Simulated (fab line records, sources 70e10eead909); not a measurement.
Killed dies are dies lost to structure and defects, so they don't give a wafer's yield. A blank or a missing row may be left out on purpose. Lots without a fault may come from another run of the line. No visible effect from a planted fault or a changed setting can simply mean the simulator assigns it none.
Matching of chambers	flow nand_harc	4 sister chambers for NHARC_A_STAIRCASE_DESCUM_270 on rie_diel-01
The step chemistry O2, time 3 s. 8 wafers are shown with their chamber, then 7 later ones without.

WAFERS WITH THEIR CHAMBER
wafer	chamber	drypump_motor_current_A (A)	showerhead_plenum_p_Torr (Torr)
L075.6	1	6.1	1.89
L087.2	0	5.1	2.02
L089.2	2	5.4	1.78
L090.1	3	4.9	1.81
L090.3	1	6.0	1.87
L090.6	2	5.4	1.78
L093.1	0	5.1	2.02
L093.3	3	4.9	1.81

WAFERS WITHOUT THEIR CHAMBER
wafer	drypump_motor_current_A (A)	showerhead_plenum_p_Torr (Torr)
L093.6	6.0	1.87
L092.1	6.0	1.87
L092.3	5.0	1.81
L092.6	5.1	2.02
L096.2	6.0	1.87
L096.4	5.1	2.01
L096.6	5.1	2.01

EACH ONE'S CHAMBER
wafer	from the rows above	in truth
L093.6	1	1
L092.1	1	1
L092.3	3	3
L092.6	0	0
L096.2	1	1
L096.4	0	0
L096.6	0	0
Correctly placed: 7 of 7. From these rows, 0 cannot be placed. Number placed wrongly: 0.
How it was worked out, from the rows above alone: a wafer's distance from a chamber is the root of the sum, over the readings, of the square of ((its reading less the chamber's mean) divided by the reading's scatter). The wafer belongs to the nearest chamber; if the next one is less than 2 further off, it can't be placed. Each chamber's mean is taken over the wafers shown for it. The scatter: take each reading less its chamber's mean, square it, sum over the shown wafers, divide by the number of wafers less the number of chambers, and take the root.
